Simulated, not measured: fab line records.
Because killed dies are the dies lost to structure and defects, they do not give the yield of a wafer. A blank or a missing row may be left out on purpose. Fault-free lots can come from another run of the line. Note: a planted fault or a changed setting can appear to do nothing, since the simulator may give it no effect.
The tool behind it: which one? -- flow n5 finfet -- Sampling: 12 lots, 36 wafers, 3 of 1938 route steps

== WHAT THE GAUGES SHOWED, per wafer ==
N5_BEOL_M15_THK_MEAS_50: measures by xrf. Usual: M15_THK typically reads 842 nm, with standard deviation 14.
lot,measured,on,M15_THK (nm),flag
L997,day 10 23:53,film metro-01,858 834 869,
L998,day 11 20:04,film metro-01,837 869 868,
L100,day 11 22:19,film metro-01,854 833 857,
L102,day 12 12:38,film metro-02,892 844 856,
L103,day 13 04:07,film metro-02,863 851 832,
L105,day 13 04:01,film metro-01,853 835 876,
L108,day 14 01:46,film metro-02,845 862 846,
L109,day 15 00:49,film metro-02,830 845 844,
L110,day 14 13:02,film metro-01,837 812 820,
L112,day 15 03:40,film metro-01,846 842 819,
L114,day 15 18:36,film metro-02,839 850 858,
L120,day 17 11:35,film metro-01,818 841 820,

== EACH LOT AND THE TOOL THAT RAN IT (in order: tool; ch and the chambers of the sampled wafers; start) ==
lot,N5_PMOS_HMC_CHANNEL_EPI_ETCH_38,N5_BEOL_M15_DEGAS_41
L997,"rie si-01 ch 1,2,3, day 1 17:41","pvd sputter-03, day 10 22:27"
L998,"rie si-01 ch 1,2, day 1 23:41","pvd sputter-02, day 11 18:53"
L100,"rie si-06 ch 0,1,3, day 2 12:28","pvd sputter-03, day 11 21:08"
L102,"rie si-06 ch 0,2,3, day 3 00:22","pvd sputter-02, day 12 10:55"
L103,"rie si-05 ch 2,3, day 3 05:29","pvd sputter-03, day 13 02:53"
L105,"rie si-06 ch 0,2,3, day 3 18:04","pvd sputter-01, day 13 02:49"
L108,"rie si-01 ch 0,3, day 4 12:09","pvd sputter-01, day 14 00:35"
L109,"rie si-01 ch 0,1,3, day 4 18:52","pvd sputter-02, day 14 23:38"
L110,"rie si-06 ch 0,1,2, day 5 02:36","pvd sputter-02, day 14 10:47"
L112,"rie si-01 ch 0,1,2, day 5 13:30","pvd sputter-02, day 15 02:28"
L114,"rie si-01 ch 0,1,2, day 6 02:14","pvd sputter-02, day 15 17:24"
L120,"rie si-06 ch 2,3, day 7 11:47","pvd sputter-01, day 17 09:56"
- N5_PMOS_HMC_CHANNEL_EPI_ETCH_38: etches SiO2 in CF4, target depth 1.5 nm.
- N5_BEOL_M15_DEGAS_41: time 60 s.

== WHAT THE TOOLS THEMSELVES READ (means of the sampled wafers that have a number; where no wafer has one, the mark that the record gives instead) ==
N5_PMOS_HMC_CHANNEL_EPI_ETCH_38. Usual: drypump motor current A 5.7 A, standard deviation 0.4; oes product au 0.988 a.u., standard deviation 0.017; throttle valve pct 21.75 %, standard deviation 0.2.
lot,tool,drypump motor current A (A),oes product au (a.u.),throttle valve pct (%),flag
L997,rie si-01,5.8,0.976,21.73,
L998,rie si-01,5.9,0.972,21.82,
L100,rie si-06,5.8,0.994,21.94,
L102,rie si-06,5.8,0.978,21.83,
L103,rie si-05,5.8,0.982,21.82,
L105,rie si-06,5.8,0.986,21.83,
L108,rie si-01,5.3,1.003,21.67,
L109,rie si-01,5.3,0.991,21.73,
L110,rie si-06,5.9,0.992,21.71,
L112,rie si-01,5.5,0.997,21.79,
L114,rie si-01,5.5,0.995,21.80,
L120,rie si-06,5.6,0.980,21.73,

N5_BEOL_M15_DEGAS_41. Usual: heater power w 454 W, standard deviation 51.
lot,tool,heater power w (W),flag
L997,pvd sputter-03,448,
L998,pvd sputter-02,375,
L100,pvd sputter-03,477,
L102,pvd sputter-02,411,
L103,pvd sputter-03,446,
L105,pvd sputter-01,482,
L108,pvd sputter-01,495,
L109,pvd sputter-02,399,
L110,pvd sputter-02,400,
L112,pvd sputter-02,397,
L114,pvd sputter-02,411,
L120,pvd sputter-01,471,

== THE ANSWER, worked out from the rows above alone ==
Rule: a lot is off if the mean of its wafers that have a number lies more than 3 standard deviations from the usual mean. Also off: a lot with no number at a reading for which 4 or more lots have one. Where the step has rows for the other lots, those lots are counted as sound. After the gauges, taken in route order, come the tools' own readings; for these a lot's mean is taken, as printed above. The first step at which some lot is off is used, and at that step the reading that is off furthest; a lot without a number counts as furthest.
No lot is off on any of the readings shown, so nothing can be concluded from this.

== WHAT THE SIMULATOR PUT IN ==
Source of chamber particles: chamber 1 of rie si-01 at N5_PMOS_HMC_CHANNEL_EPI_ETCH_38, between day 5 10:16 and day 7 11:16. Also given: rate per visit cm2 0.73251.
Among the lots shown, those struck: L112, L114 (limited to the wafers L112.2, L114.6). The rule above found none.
